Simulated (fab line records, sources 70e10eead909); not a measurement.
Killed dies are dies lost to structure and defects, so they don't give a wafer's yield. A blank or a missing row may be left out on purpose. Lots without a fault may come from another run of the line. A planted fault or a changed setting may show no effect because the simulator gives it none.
A struck lot beside a sound one | flow nand_harc | 38 steps out of a route of 1302
Sound: wafers L328.2, L328.5, L328.6. Struck: wafer L338.3. (L338.2, L338.4 of the same lot were not struck and are left out.) The cause comes at the end.
At each step with rows: each side's tool, then ch and its chambers, then its first start. Under that, the readings that differ: sound wafers | struck wafers | difference of the means | sigmas: that difference in standard deviations of wafers without a fault.
alike: readings whose means differ by less than 2 such deviations, and words and numbers that are the same on both sides. not compared: withheld readings, readings that some wafer has no value for, bounds like >300 that may hide the same value, and numbers for which the record gives no deviation and whose values overlap.
The two part at a step that has a row with sigmas, a row that says differs or no value, or rows on one side only. Numbers that don't overlap but have no deviation are shown without sigmas and don't part them. A reading that every wafer of one side lacks parts them only if that side has two wafers or more.

first, 3 steps without rows for these wafers: NHARC_A_CHANNEL_FILL_D2_ALD_16 (deposits SiO2, target thk 1.5 nm, pulse time 10 s, ald cycles 15); NHARC_A_CHANNEL_FILL_D2_ANNEAL_17 (time 1800 s); NHARC_A_CHANNEL_FILL_D2_CVD_18 (deposits poly-Si, target thk 3 nm).
NHARC_A_CHANNEL_FILL_D2_ETCHBACK_19: etches the open film in HBr/Cl2, target depth 5 nm, time 1.7 s.
  sound on rie_si-05 ch 0,1, day 14 19:14; struck on rie_si-01 ch 0, day 19 03:22
  alike: drypump_motor_current_A, oes_product_au, throttle_valve_pct
  not compared: rf_hours_counter_h
NHARC_A_CHANNEL_FILL_D2_ETCHBACK_20: etches the open film in C4F8/O2/Ar, target depth 27 nm, time 13.5 s.
  sound on rie_diel-07 ch 0,1, day 14 19:21; struck on rie_diel-10 ch 2, day 19 03:30
  reading               | sound             | struck | difference | sigmas
  oes_product_au (a.u.) | 0.918 0.915 0.945 | 0.993  | +0.067     | +3
  rf_vpp_V (V)          | 986 987 982       | 971    | -14        | -2
  not compared: rf_hours_counter_h
NHARC_A_CHANNEL_FILL_D2_STRIP_28: strips in O2, time 20 s.
  sound on rie_diel-07 ch 0,1,2, day 14 19:27; struck on rie_diel-10 ch 3, day 19 03:35
  alike: drypump_motor_current_A, oes_product_au, rf_vpp_V, showerhead_plenum_p_Torr, throttle_valve_pct
  not compared: rf_hours_counter_h
then, 5 steps without rows for these wafers: NHARC_A_CHANNEL_FILL_D2_PRECLEAN_21 (cleans in dHF, time 30 s); NHARC_A_CHANNEL_FILL_D2_SRD_23; NHARC_A_CHANNEL_FILL_D2_CVD_05 (deposits poly-Si, target thk 5 nm); NHARC_A_CHANNEL_FILL_D2_ANNEAL_22 (time 7200 s); NHARC_A_CHANNEL_FILL_D2_ALD_25 (deposits SiOx, target thk 60 nm, pulse time 10 s, ald cycles 600).
NHARC_A_CHANNEL_FILL_D2_ETCHBACK_08: etches the open film in C4F8, target depth 220 nm, time 110 s.
  sound on rie_diel-10 ch 0,1,3, day 15 14:19; struck on rie_diel-07 ch 1, day 19 23:20
  alike: oes_product_au, rf_vpp_V
  not compared: rf_hours_counter_h
NHARC_A_CHANNEL_FILL_D2_STRIP_29: strips in O2, time 20 s.
  sound on rie_diel-10 ch 0,1; struck on rie_diel-07 ch 0
  alike: drypump_motor_current_A, oes_product_au, rf_vpp_V, showerhead_plenum_p_Torr, throttle_valve_pct
  not compared: rf_hours_counter_h
then, 16 steps without rows for these wafers: NHARC_A_CHANNEL_FILL_D2_PRECLEAN_30 (cleans in dHF, time 30 s); NHARC_A_CHANNEL_FILL_D2_SRD_31; NHARC_A_CHANNEL_FILL_D2_CVD_09 (deposits poly-Si, target thk 150 nm, time 3000 s); NHARC_A_CHANNEL_FILL_D2_CMP_10 (polishes, target thk 150 nm); NHARC_A_CHANNEL_FILL_D2_SRD_12; NHARC_A_CHANNEL_FILL_D2_RTA_24 (time 5 s); NHARC_A_STAIRCASE_DEP_156 (deposits SiNx, target thk 50 nm); NHARC_A_STAIRCASE_DEHYDRATE_158 (time 120 s); NHARC_A_STAIRCASE_HMDS_159 (time 30 s); NHARC_A_STAIRCASE_COAT_160; NHARC_A_STAIRCASE_SOFTBAKE_161 (time 170 s); NHARC_A_STAIRCASE_EBR_162; NHARC_A_STAIRCASE_EXPOSE_163 (exposes mask STAIR OPEN); NHARC_A_STAIRCASE_PEB_164 (peb time 130 s); NHARC_A_STAIRCASE_DEVELOP_165 (time 140 s); NHARC_A_STAIRCASE_HARDBAKE_167 (time 140 s).
NHARC_A_STAIRCASE_DESCUM_168: chemistry O2, time 3 s.
  sound on rie_diel-01 ch 2,3, day 15 22:27; struck on rie_diel-02 ch 2, day 20 06:46
  alike: drypump_motor_current_A, oes_product_au, rf_vpp_V, showerhead_plenum_p_Torr, throttle_valve_pct
  not compared: rf_hours_counter_h
then, 7 steps without rows for these wafers: NHARC_A_STAIRCASE_ETCH_169 (etches the open film in CH3F/O2, target depth 50 nm, time 107.1 s); NHARC_A_STAIRCASE_ETCH_170 (etches the open film in C4F6/O2, target depth 200 nm, time 66.667 s); NHARC_A_STAIRCASE_STRIP_171 (strips in O2); NHARC_A_STAIRCASE_STRIP_172 (strips in SPM, time 900 s); NHARC_A_STAIRCASE_PRECLEAN_173 (cleans in SC1); NHARC_A_STAIRCASE_SRD_174; NHARC_A_STAIRCASE_DEHYDRATE_01 (time 120 s).
-- the record jumps here: 9 days lie between the struck wafers' starts before and after (it left off in module A_STAIRCASE and takes up again in module END, whose first step shown is number 1302 of the route) --
NHARC_END_SORT_01:
  the record has rows for the struck wafers here (prober-02 ch 0, day 29 05:59) and none for the sound ones

WHERE THEY PART
First at NHARC_A_CHANNEL_FILL_D2_ETCHBACK_20; last, within this record, at NHARC_END_SORT_01.

WHY: what the simulator had put in
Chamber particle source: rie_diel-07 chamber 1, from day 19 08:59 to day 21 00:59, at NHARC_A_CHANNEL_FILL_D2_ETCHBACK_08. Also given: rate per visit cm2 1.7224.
